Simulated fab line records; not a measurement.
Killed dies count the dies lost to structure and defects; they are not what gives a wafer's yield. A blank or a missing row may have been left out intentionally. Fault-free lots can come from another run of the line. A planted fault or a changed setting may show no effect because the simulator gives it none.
The tool behind it: which one? + flow n5-finfet + 42 wafers from 14 lots sampled at 6 of the route's 1938 steps

## WHAT EACH GAUGE READ, for each wafer
N5_STI_FIN_REVEAL_FIN_H_MEAS_10.
| lot  | measured    | on     | trench-depth-nm (nm) |
|------|-------------|--------|----------------------|
| L412 | day 2 13:31 | ocd-02 | 51.5 50.8 52.0       |
| L413 | day 2 18:52 | ocd-01 | 51.2 52.3 50.8       |
| L415 | day 3 07:38 | ocd-02 | 52.8 52.9 53.1       |
| L416 | day 3 12:21 | ocd-01 | 51.9 51.6 52.0       |
| L417 | day 3 17:55 | ocd-01 | 50.4 51.9 50.6       |
| L418 | day 3 23:53 | ocd-02 | 52.3 52.1 53.3       |
| L419 | day 4 06:53 | ocd-01 | 52.3 51.8 51.9       |
| L420 | day 4 16:34 | ocd-01 | 50.1 50.5 51.1       |
| L421 | day 4 18:37 | ocd-02 | 50.7 51.8 52.0       |
| L422 | day 5 02:45 | ocd-02 | 51.7 52.0 51.2       |
| L423 | day 5 07:08 | ocd-02 | 52.0 51.3 50.7       |
| L424 | day 5 15:54 | ocd-02 | 51.0 50.8 52.1       |
| L425 | day 5 19:19 | ocd-01 | 51.1 51.0 52.0       |
| L427 | day 6 07:43 | ocd-02 | 52.0 52.5 52.9       |

N5_BEOL_M4_RC_MEAS_101.
| lot  | measured     | on        | DIBL_N (mV/V)  | DIBL_P (mV/V)  | IOFF_N (nA/um)    | IOFF_P (nA/um) | ION_N (uA/um) | ION_P (uA/um) | SS_N (mV/dec)  | SS_P (mV/dec)  | VT_N (mV)         | VT_P (mV)      |
|------|--------------|-----------|----------------|----------------|-------------------|----------------|---------------|---------------|----------------|----------------|-------------------|----------------|
| L412 | day 7 20:49  | prober-02 | 35.6 36.6 35.5 | 35.4 36.4 35.4 | 0.143 0.167 0.149 | 0.19 0.20 0.19 | 663 665 674   | 459 450 461   | 71.8 72.1 71.7 | 73.3 73.2 72.7 | 252.3 249.5 251.7 | -255 -253 -255 |
| L413 | day 7 23:18  | prober-01 | 35.0 37.3 36.1 | 35.9 38.7 37.2 | 0.143 0.184 0.163 | 0.21 0.26 0.23 | 657 680 663   | 457 468 460   | 71.2 71.9 72.0 | 73.6 74.2 73.8 | 253.3 247.2 250.5 | -248 -245 -249 |
| L415 | day 8 18:02  | prober-01 | 36.1 37.7 35.5 | 37.5 39.1 36.7 | 0.159 0.190 0.152 | 0.23 0.27 0.22 | 674 678 677   | 469 469 471   | 71.1 71.6 71.4 | 73.0 73.6 73.6 | 248.9 249.7 253.0 | -247 -248 -252 |
| L416 | day 8 20:10  | prober-01 | 37.6 37.0 36.0 | 36.9 35.2 35.0 | 0.182 0.159 0.147 | 0.29 0.25 0.25 | 679 663 675   | 470 466 472   | 71.9 72.1 71.5 | 72.8 73.0 72.7 | 247.3 249.2 251.0 | -242 -245 -243 |
| L417 | day 9 18:32  | prober-02 | 37.1 38.0 38.9 | 37.7 39.2 40.3 | 0.158 0.177 0.197 | 0.21 0.23 0.26 | 673 682 686   | 458 465 460   | 71.7 71.6 72.0 | 73.4 73.7 74.4 | 250.3 247.7 247.2 | -253 -250 -249 |
| L418 | day 9 05:38  | prober-01 | 35.7 37.9 37.6 | 35.3 38.6 37.6 | 0.135 0.182 0.172 | 0.19 0.24 0.22 | 663 680 689   | 459 464 470   | 71.3 71.5 71.0 | 73.8 74.6 74.1 | 253.6 247.2 249.3 | -253 -248 -251 |
| L419 | day 9 18:59  | prober-01 | 36.0 37.8 37.8 | 35.8 37.9 37.7 | 0.153 0.184 0.179 | 0.19 0.22 0.21 | 673 667 684   | 455 450 457   | 72.0 72.8 72.0 | 73.9 73.8 73.6 | 249.3 247.4 245.8 | -253 -251 -253 |
| L420 | day 9 21:07  | prober-01 | 36.0 35.8 36.5 | 37.5 37.3 37.8 | 0.176 0.174 0.187 | 0.25 0.25 0.27 | 676 672 679   | 468 469 469   | 71.8 71.7 73.1 | 74.1 74.3 73.4 | 248.6 246.6 249.4 | -244 -248 -246 |
| L421 | day 10 00:04 | prober-02 | 33.7 35.0 35.0 | 34.2 37.2 36.4 | 0.114 0.146 0.137 | 0.14 0.18 0.17 | 642 671 670   | 441 453 453   | 71.0 71.8 71.4 | 72.4 72.6 73.4 | 256.7 250.6 253.7 | -258 -256 -256 |
| L422 | day 10 17:21 | prober-02 | 36.8 34.4 36.3 | 36.6 33.9 36.0 | 0.161 0.132 0.153 | 0.23 0.19 0.23 | 678 672 672   | 466 465 460   | 71.1 70.5 71.6 | 73.2 72.3 73.4 | 252.8 252.3 251.1 | -248 -247 -249 |
| L423 | day 11 06:55 | prober-02 | 37.1 36.3 36.3 | 38.5 37.9 36.7 | 0.184 0.174 0.162 | 0.22 0.21 0.20 | 680 664 667   | 458 456 450   | 71.3 72.3 72.1 | 74.1 73.2 73.7 | 245.7 247.0 249.6 | -253 -251 -253 |
| L427 | day 11 10:32 | prober-01 | 37.3 38.3 36.1 | 38.5 39.0 36.6 | 0.196 0.204 0.161 | 0.24 0.25 0.22 | 682 694 687   | 462 464 469   | 71.8 71.9 70.9 | 74.2 74.2 74.0 | 245.1 244.8 248.7 | -249 -248 -249 |

## WHICH TOOL RAN EACH LOT (tool, then ch and the chambers of the sampled wafers, then the start)
| lot  | N5_FIN_CUT_CUT_ETCH_15          | N5_STI_FIN_REVEAL_OXIDATION_31      | N5_DUMMY_GATE_CVD_03                       | N5_DUMMY_GATE_CMP_04         |
|------|---------------------------------|-------------------------------------|--------------------------------------------|------------------------------|
| L412 | rie-si-04 ch 0,2, day 2 04:37   | plasma-asher-02 ch 0,1, day 2 12:58 | lpcvd-01 ch 1/65,1/79,1/84, day 2 13:49    | cmp-01 ch 0,1,3, day 2 17:37 |
| L413 | rie-si-01 ch 0,2,3, day 2 09:52 | plasma-asher-01 ch 0,1, day 2 18:19 | lpcvd-01 ch 0/20,0/25,0/39, day 2 19:08    | cmp-01 ch 0,1, day 2 22:55   |
| L415 | rie-si-04 ch 0,1,3, day 2 21:52 | plasma-asher-01 ch 0,1, day 3 07:05 | lpcvd-01 ch 1/45,1/50,1/59, day 3 08:01    | cmp-01 ch 0,1,3, day 3 11:46 |
| L416 | rie-si-04 ch 0,1,3, day 3 02:52 | plasma-asher-01 ch 0,1, day 3 11:48 | lpcvd-01 ch 1/45,1/50,1/54, day 3 12:38    | cmp-04 ch 0,1,2, day 3 16:29 |
| L417 | rie-si-04 ch 1,2, day 3 08:52   | plasma-asher-01 ch 0,1, day 3 17:23 | lpcvd-02 ch 1/40,1/45,1/59, day 3 18:13    | cmp-02 ch 0,2,3, day 3 23:51 |
| L418 | rie-si-04 ch 0,2,3, day 3 14:56 | plasma-asher-01 ch 0,1, day 3 23:20 | lpcvd-02 ch 0/45,0/50,0/54, day 4 00:11    | cmp-04 ch 0,2,3, day 4 03:55 |
| L419 | rie-si-04 ch 0,1, day 3 21:04   | plasma-asher-01 ch 0,1, day 4 06:19 | lpcvd-01 ch 0/100,0/104,0/114, day 4 07:23 | cmp-02 ch 0,1,2, day 4 11:10 |
| L420 | rie-si-03 ch 0,1, day 4 03:58   | plasma-asher-02 ch 0,1, day 4 16:01 | lpcvd-01 ch 1/40,1/59,1/64, day 4 17:20    | cmp-02 ch 0,2,3, day 4 22:59 |
| L421 | rie-si-04 ch 0,1, day 4 09:43   | plasma-asher-01 ch 0,1, day 4 18:04 | lpcvd-02 ch 1/70,1/79,1/84, day 4 18:58    | cmp-01 ch 0,1,2, day 5 00:36 |
| L422 | rie-si-01 ch 0,2,3, day 4 16:58 | plasma-asher-02 ch 0,1, day 5 02:12 | lpcvd-01 ch 1/15,1/34,1/39, day 5 03:55    | cmp-04 ch 1,2,3, day 5 07:43 |
| L423 | rie-si-03 ch 1,2,3, day 4 21:32 | plasma-asher-01 ch 0,1, day 5 06:35 | lpcvd-02 ch 0/100,0/104,0/95, day 5 07:29  | cmp-04 ch 0,2,3, day 5 13:06 |
| L424 | rie-si-04 ch 0,1, day 5 06:05   | plasma-asher-01 ch 0,1, day 5 15:22 | lpcvd-02 ch 1/109,1/114,1/90, day 5 16:17  | cmp-04 ch 2,3, day 5 20:01   |
| L425 | rie-si-04 ch 1,3, day 5 10:23   | plasma-asher-01 ch 0, day 5 18:45   | lpcvd-02 ch 1/20,1/29,1/39, day 5 20:19    | cmp-02 ch 0,1,3, day 6 00:07 |
| L427 | rie-si-04 ch 1,2,3, day 5 22:10 | plasma-asher-02 ch 0,1, day 6 07:11 | lpcvd-01 ch 1/15,1/20,1/25, day 6 08:01    | cmp-02 ch 0,2,3, day 6 13:34 |
- N5_FIN_CUT_CUT_ETCH_15: etches Si in HBr/Cl2/O2, target depth 100 nm, bt time 10 s, time 42.4 s.
- N5_STI_FIN_REVEAL_OXIDATION_31: chemistry O2 PLASMA REMOTE, time 20 s.
- N5_DUMMY_GATE_CVD_03: deposits a-Si from SiH4, target thk 150 nm, time 8042 s.
- N5_DUMMY_GATE_CMP_04: polishes a-Si.

## AS READ BY THE TOOLS THEMSELVES (means over the sampled wafers that have a number; for cases with no such wafer, the mark the record gives instead)
N5_FIN_CUT_CUT_ETCH_15.
| lot  | tool      | drypump-motor-current-A (A) | oes-product-au (a.u.) | throttle-valve-pct (%) |
|------|-----------|-----------------------------|-----------------------|------------------------|
| L412 | rie-si-04 | 6.0                         | 1.012                 | 37.02                  |
| L413 | rie-si-01 | 5.5                         | 0.997                 | 37.19                  |
| L415 | rie-si-04 | 5.9                         | 1.004                 | 37.23                  |
| L416 | rie-si-04 | 5.9                         | 1.005                 | 37.22                  |
| L417 | rie-si-04 | 5.1                         | 0.985                 | 37.50                  |
| L418 | rie-si-04 | 5.7                         | 0.998                 | 37.19                  |
| L419 | rie-si-04 | 6.1                         | 1.022                 | 37.07                  |
| L420 | rie-si-03 | 5.5                         | 0.996                 | 37.11                  |
| L421 | rie-si-04 | 5.8                         | 1.014                 | 37.32                  |
| L422 | rie-si-01 | 5.5                         | 1.005                 | 37.21                  |
| L423 | rie-si-03 | 5.9                         | 1.000                 | 37.32                  |
| L424 | rie-si-04 | 5.8                         | 1.010                 | 37.32                  |
| L425 | rie-si-04 | 5.6                         | 0.999                 | 37.49                  |
| L427 | rie-si-04 | 5.4                         | 0.987                 | 37.44                  |

N5_STI_FIN_REVEAL_OXIDATION_31.
| lot  | tool            | drypump-motor-current-A (A) | heater-power-w (W) |
|------|-----------------|-----------------------------|--------------------|
| L412 | plasma-asher-02 | 5.61                        | 145                |
| L413 | plasma-asher-01 | 5.52                        | 149                |
| L415 | plasma-asher-01 | 5.64                        | 159                |
| L416 | plasma-asher-01 | 5.63                        | 158                |
| L417 | plasma-asher-01 | 5.52                        | 149                |
| L418 | plasma-asher-01 | 5.65                        | 159                |
| L419 | plasma-asher-01 | 5.63                        | 160                |
| L420 | plasma-asher-02 | 5.50                        | 147                |
| L421 | plasma-asher-01 | 5.62                        | 156                |
| L422 | plasma-asher-02 | 5.62                        | 144                |
| L423 | plasma-asher-01 | 5.65                        | 160                |
| L424 | plasma-asher-01 | 5.53                        | 149                |
| L425 | plasma-asher-01 | 5.38                        | 139                |
| L427 | plasma-asher-02 | 5.63                        | 146                |

N5_DUMMY_GATE_CVD_03.
| lot  | tool     | spike-tc-bottom-C (C) | spike-tc-centre-C (C) | spike-tc-lower-C (C) | spike-tc-top-C (C) | spike-tc-upper-C (C) | susceptor-temp-C (C) |
|------|----------|-----------------------|-----------------------|----------------------|--------------------|----------------------|----------------------|
| L412 | lpcvd-01 | 550.6                 | 531.1                 | 531.2                | 550.8              | 529.5                | 529.78               |
| L413 | lpcvd-01 | 553.2                 | 531.5                 | 529.6                | 549.9              | 529.8                | 530.02               |
| L415 | lpcvd-01 | 550.0                 | 530.6                 | 531.5                | 550.8              | 529.3                | 530.04               |
| L416 | lpcvd-01 | 550.6                 | 531.0                 | 531.7                | 550.9              | 529.4                | 529.87               |
| L417 | lpcvd-02 | 558.5                 | 529.6                 | 531.1                | 557.9              | 529.9                | 529.91               |
| L418 | lpcvd-02 | 552.5                 | 531.0                 | 529.4                | 554.4              | 530.9                | 529.60               |
| L419 | lpcvd-01 | 552.3                 | 530.4                 | 529.4                | 550.1              | 529.6                | 529.84               |
| L420 | lpcvd-01 | 550.4                 | 531.0                 | 530.6                | 550.8              | 528.7                | 530.20               |
| L421 | lpcvd-02 | 558.9                 | 530.5                 | 530.9                | 557.4              | 529.6                | 529.65               |
| L422 | lpcvd-01 | 550.4                 | 531.0                 | 530.7                | 551.3              | 528.7                | 529.92               |
| L423 | lpcvd-02 | 552.8                 | 531.5                 | 530.3                | 555.1              | 531.8                | 529.68               |
| L424 | lpcvd-02 | 542.9                 | 514.4                 | 514.6                | 542.1              | 513.7                | 513.95               |
| L425 | lpcvd-02 | 543.3                 | 514.7                 | 515.2                | 541.8              | 514.1                | 514.32               |
| L427 | lpcvd-01 | 551.2                 | 530.3                 | 530.9                | 551.2              | 530.3                | 530.13               |

N5_DUMMY_GATE_CMP_04.
| lot  | tool   | motor-current-A (A) | time-to-endpoint-s (s) |
|------|--------|---------------------|------------------------|
| L412 | cmp-01 | 9.3                 | 15.4                   |
| L413 | cmp-01 | 8.3                 | 14.8                   |
| L415 | cmp-01 | 9.4                 | 13.0                   |
| L416 | cmp-04 | 10.2                | 13.4                   |
| L417 | cmp-02 | 10.3                | 13.9                   |
| L418 | cmp-04 | 10.4                | 15.5                   |
| L419 | cmp-02 | 11.0                | 14.8                   |
| L420 | cmp-02 | 10.9                | 13.3                   |
| L421 | cmp-01 | 8.6                 | 12.0                   |
| L422 | cmp-04 | 10.0                | 12.2                   |
| L423 | cmp-04 | 10.4                | 14.7                   |
| L424 | cmp-04 | 11.6                | 4.0                    |
| L425 | cmp-02 | 9.9                 | 3.5                    |
| L427 | cmp-02 | 11.0                | 12.8                   |

## THE ANSWER, worked out from the rows above alone
Rule: the usual values come from the lots themselves. The widest of any qualifying gaps counts: lots, ordered by their means at a reading, are off when they make up no more than a third of the lots, leave a main group of 4 or more, and stand apart from it by 3 or more times the standard deviation of that group's means. If all means in a main group match to the digits the tables above print for the reading, that group is not used. A lot without any number at a reading at which 4 lots or more have one is off too. Where the step has rows for the other lots, those lots are counted as sound. Order of review: gauges by route order, followed by the tools' own readings, for which a lot's mean as printed above is used. At the first step where some lot is off, the reading lying furthest off is the one used; lots without a number count as furthest.
Off: L424, L425 (N5_DUMMY_GATE_CVD_03, susceptor-temp-C). Mean 529.89 C and standard deviation 0.18 in the main group.
If a tool, at that step or one of the process steps before it, ran each lot that is off and ran no sound lot following the first of them, it fits. This does not decide it: 2 tools fit, namely plasma-asher-01 at N5_STI_FIN_REVEAL_OXIDATION_31 and lpcvd-02 at N5_DUMMY_GATE_CVD_03.

## WHAT HAD BEEN PUT IN BY THE SIMULATOR
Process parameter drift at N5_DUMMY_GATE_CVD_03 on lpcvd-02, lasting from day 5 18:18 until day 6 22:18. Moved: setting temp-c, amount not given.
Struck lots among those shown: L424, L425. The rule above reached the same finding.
